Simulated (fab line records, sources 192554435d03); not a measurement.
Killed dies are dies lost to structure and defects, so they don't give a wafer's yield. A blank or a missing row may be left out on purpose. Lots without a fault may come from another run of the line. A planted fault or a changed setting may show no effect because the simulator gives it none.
fab line records | flow n5_finfet
record lots=7 wafers=21 last_day=19
route steps=1938 shown WELL_APT@51 PMOS_HMC_CHANNEL_EPI@57
lots that met no fault: from a run of the same line without faults
start_h: hours from the record's first day to the start of the lot's first wafer shown | wait_h: hours since the lot's step before | " the same as in the row above | L1.1+2: a row that stands for several wafers | - no value, or no start given | * or withheld: withheld | < > ~ a bound
route shown NAME@n: a module of which the file shows steps, and the number in the route of the first | usual: mean/standard deviation of fault-free wafers | same: alike in all rows | chamber/n: place in a boat | sites: the reading at each site | _std_site: their standard deviation | _edge_site: outer sites' mean less inner sites' | radius_mm: how far each site lies from the wafer's centre | mask NAME#n: copy n | behind: the tool/chamber that last shaped the wafer | hold: why the lot was held/for how many hours/how that ended | device: the transistor (n, p or np) that didn't switch | end of line: the same wafers' tests at the end of the route | a step without rows: its recipe alone | killed: dies lost to structure and defects at the first sort, not the wafer's yield | map: a wafer's dies, x killed, . not, _ none there
set.NAME: the setting as run; set.NAME@STEP: as run at that earlier step | model.NAME: the simulator's own value behind a step, which no gauge read
lots at some steps of the route; a table a step, a row a wafer
services: from which hour (start_h, from the record's first day; less than 0 if before it) a tool's chamber was out of use, for how many hours, and why
## steps
# step N5_WELL_APT_OXIDE_STRIP_42
# recipe chemistry=dHF dilution=25:1 time_s=45 temp_c=25 target=SiO2 target_depth_a=120
# step N5_WELL_APT_PRECLEAN_36
# recipe chemistry=O3/DIW time_s=45 temp_c=22 o3_ppm=10
# step N5_WELL_APT_PRECLEAN_39
# recipe chemistry=dHF time_s=60 dilution=150:1 temp_c=25
# step N5_WELL_APT_SRD_37
# recipe dry=ipa_marangoni do_ppb=5 time_s=30 temp_c=23 rinse_liquid=diw
# step N5_WELL_APT_EPI_41
# recipe material=Si target_thk_a=500 temp_c=650 precursor=SiH4/H2 pressure_torr=20 time_s=297.7
# usual throttle_valve_pct=11.26/0.26
# columns lot.wafer tool chamber start_h wait_h throttle_valve_pct
L146.1 epi_rpcvd-02 0 34.67 0.0 11.08
L146.2 " 0 " " 11.29
L146.6 " 0 " " 11.23
L151.1 epi_rpcvd-02 0 64.96 0.0 11.16
L151.3 " 0 " " 11.55
L151.6 " 0 " " 11.45
L155.2 epi_rpcvd-01 0 88.16 0.1 11.02
L155.4 " 0 " " 10.92
L155.6 " 0 " " 11.02
L156.1 epi_rpcvd-01 0 94.14 0.0 10.97
L156.2 " 0 " " 11.13
L156.5 " 0 " " 10.72
L157.2 epi_rpcvd-02 0 100.50 0.2 11.46
L157.5 " 0 " " 11.55
L157.6 " 0 " " 11.13
L161.2 epi_rpcvd-02 0 124.31 0.2 11.35
L161.5 " 0 " " 11.49
L161.6 " 0 " " 11.26
L166.1 epi_rpcvd-03 0 154.25 0.0 11.65
L166.4 " 0 " " 11.37
L166.6 " 0 " " 11.71
# step N5_WELL_APT_INSPECT_38
# recipe inspect_instrument=darkfield mode=post_epi
# usual raw_defect_count=13/5
# columns lot.wafer tool chamber start_h wait_h raw_defect_count
L146.1 defect_inspect-02 - 35.31 0.5 8
L146.2 " - " " 11
L146.6 " - " " 10
L151.1 defect_inspect-01 - 65.59 0.5 12
L151.3 " - " " 14
L151.6 " - " " 22
L155.2 defect_inspect-01 - 88.70 0.4 13
L155.4 " - " " 7
L155.6 " - " " 10
L156.1 defect_inspect-01 - 94.78 0.5 11
L156.2 " - " " 4
L156.5 " - " " 24
L157.2 defect_inspect-02 - 101.42 0.7 17
L157.5 " - " " 17
L157.6 " - " " 12
L161.2 defect_inspect-02 - 125.02 0.6 17
L161.5 " - " " 17
L161.6 " - " " 22
L166.1 defect_inspect-02 - 155.10 0.7 12
L166.4 " - " " 12
L166.6 " - " " 13
# step N5_PMOS_HMC_CHANNEL_EPI_HM_DEP_34
# recipe material=SiO2 target_thk_a=360 temp_c=400 precursor=TEOS/O2 pressure_torr=6.5 rf_w=900 teos_flow_sccm=161.4 gas=O2 flow_sccm=2650 time_s=6.9
# usual heater_power_w=483/69 rf_fwd_power_W=885/4.8 showerhead_plenum_p_Torr=8.323/0.028 throttle_valve_pct=19.2/1.2
# columns lot.wafer tool chamber start_h wait_h heater_power_w rf_fwd_power_W showerhead_plenum_p_Torr throttle_valve_pct
L146.1 pecvd-04 1 35.35 0.0 506 882 8.341 20.0
L146.2 " 2 " " 564 893 8.282 18.5
L146.6 " 0 " " 520 890 8.273 18.7
L151.1 pecvd-01 1 65.63 0.0 443 893 8.372 21.2
L151.3 " 0 " " 626 882 8.325 18.4
L151.6 " 2 " " 400 881 8.295 17.8
L155.2 pecvd-02 2 88.74 0.0 522 882 8.329 17.7
L155.4 " 1 " " 386 888 8.312 20.7
L155.6 " 1 " " 389 886 8.329 20.4
L156.1 pecvd-04 1 94.82 0.0 542 879 8.325 19.9
L156.2 " 0 " " 499 892 8.263 18.6
L156.5 " 1 " " 530 881 8.322 19.7
L157.2 pecvd-01 0 101.46 0.0 602 885 8.339 17.9
L157.5 " 0 " " 602 886 8.335 18.1
L157.6 " 2 " " 439 875 8.319 17.7
L161.2 pecvd-01 2 125.05 0.0 376 878 8.293 17.8
L161.5 " 1 " " 517 890 8.392 21.3
L161.6 " 0 " " 634 886 8.330 18.0
L166.1 pecvd-02 2 155.14 0.0 535 886 8.332 17.8
L166.4 " 2 " " 525 880 8.321 18.0
L166.6 " 1 " " 467 885 8.339 20.5
# step N5_PMOS_HMC_CHANNEL_EPI_COAT_31
# recipe resist=BARC temp_c=205 time_s=60 spin_rpm=1500 resist_thk_nm=66
# step N5_PMOS_HMC_CHANNEL_EPI_COAT_03
# recipe resist=CAR-ArF-block spin_rpm=1500 resist_thk_nm=205
# step N5_PMOS_HMC_CHANNEL_EPI_EBR_05
# recipe solvent=PGMEA ebr_width_mm=1.5
# step N5_PMOS_HMC_CHANNEL_EPI_SOFTBAKE_04
# recipe temp_c=110 time_s=60 resist=CAR-ArF-block
# step N5_PMOS_HMC_CHANNEL_EPI_EXPOSE_06
# recipe mask_id=PMOS_HMC_BLK na=1.35 source_shape=conventional sigma_outer=0.8 polarization=unpolarized target_cd_nm=240 dose_mj=41
# step N5_PMOS_HMC_CHANNEL_EPI_PEB_07
# recipe peb_temp_c=110 peb_time_s=60 resist=CAR-ArF-block
# usual chill_plate_temp_C=23.00/0.1 exhaust_pa=44.8/0.99 peb_time_s=60/0 plate_temp_C=110.00/0.12 resist_line_temp_C=22.99/0.098
# columns lot.wafer tool chamber start_h wait_h chill_plate_temp_C exhaust_pa peb_time_s plate_temp_C resist_line_temp_C
L146.1 litho_track-03 0 35.68 0.1 22.99 45.2 60 110.03 22.99
L146.2 " 0 " " 23.11 45.7 60 110.02 22.91
L146.6 " 0 " " 22.82 45.6 60 110.00 22.96
L151.1 litho_track-05 0 65.84 0.1 23.12 46.3 60 109.94 22.91
L151.3 " 0 " " 23.09 45.8 60 109.84 22.91
L151.6 " 0 " " 23.04 46.1 60 109.80 22.99
L155.2 litho_track-05 - 88.96 0.0 - - - - -
L155.4 " - " " - - - - -
L155.6 " - " " - - - - -
L156.1 litho_track-05 - 95.15 0.1 - - - - -
L156.2 " - " " - - - - -
L156.5 " - " " - - - - -
L157.2 litho_track-05 - 101.80 0.0 - - - - -
L157.5 " - " " - - - - -
L157.6 " - " " - - - - -
L161.2 litho_track-03 0 125.39 0.0 23.03 45.6 60 109.93 22.92
L161.5 " 0 " " 23.27 46.6 60 109.91 23.10
L161.6 " 0 " " 22.92 45.4 60 109.93 23.01
L166.1 litho_track-03 0 155.35 0.1 23.15 44.7 60 110.00 22.99
L166.4 " 0 " " 22.88 46.3 60 109.87 22.99
L166.6 " 0 " " 23.07 45.8 60 110.04 23.03
# step N5_PMOS_HMC_CHANNEL_EPI_DEVELOP_08
# recipe develop_time_s=30 developer=TMAH resist=CAR-ArF-block dev_temp_c=23 rinse_liquid=diw dry=air_spin
## services
# columns tool chamber start_h hours kind
epi_rpcvd-02 - 14.39 1.7 repair
epi_rpcvd-02 - 47.74 1.7 repair
pecvd-04 - 68.07 1.5 repair
pecvd-02 0 78.13 5.5 scheduled_down
pecvd-02 0 86.75 2.1 scheduled_down
pecvd-01 - 88.76 2.8 repair
pecvd-01 1 93.37 5.5 scheduled_down
pecvd-02 0 93.59 4.7 repair
pecvd-01 - 94.07 6.0 pm
pecvd-02 - 101.28 1.1 repair
epi_rpcvd-02 - 105.14 0.7 repair
pecvd-02 2 110.89 8.5 repair
litho_track-03 - 125.64 - consumable_replace:filter
pecvd-02 0 131.36 4.5 repair
epi_rpcvd-01 - 153.38 28.1 pm
## key
first_sign step=N5_PMOS_HMC_CHANNEL_EPI_PEB_07 reading=tool_record direction=missing
effect none on later readings
met_at N5_PMOS_HMC_CHANNEL_EPI_PEB_07
struck_wafers L155.2,L155.4,L155.6,L156.1,L156.2,L156.5,L157.2,L157.5,L157.6
rows_end L156.1,L156.2,L156.5,L157.2,L157.5,L157.6
later_rows_left_out L155.2,L155.4,L155.6
sort_left_out L155.2,L155.4,L155.6
tester_left_out L155
onset_between 65.84 88.96
fault kind=skipped_step_whole tool=litho_track-05 chamber=- onset_h=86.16 steps=N5_PMOS_HMC_CHANNEL_EPI_PEB_07 scope=struck_lots_only
# tester_left_out: of these lots the tester's yield and bins aren't shown, on N5 and GAA mostly nor the transistor test; their killed dies are dies lost to structure and defects alone, not to doping, threshold or leakage, so they don't give the yield
# sort_left_out: the simulated sort isn't trusted on such a fault, so these wafers' sort isn't shown, and their yield isn't known
# later_rows_left_out: the simulator's readings of these wafers behind a module that went badly wrong aren't trusted and aren't shown, but for the sort
# rows_end: these wafers met a further fault down the route, and their rows from its step on are left out
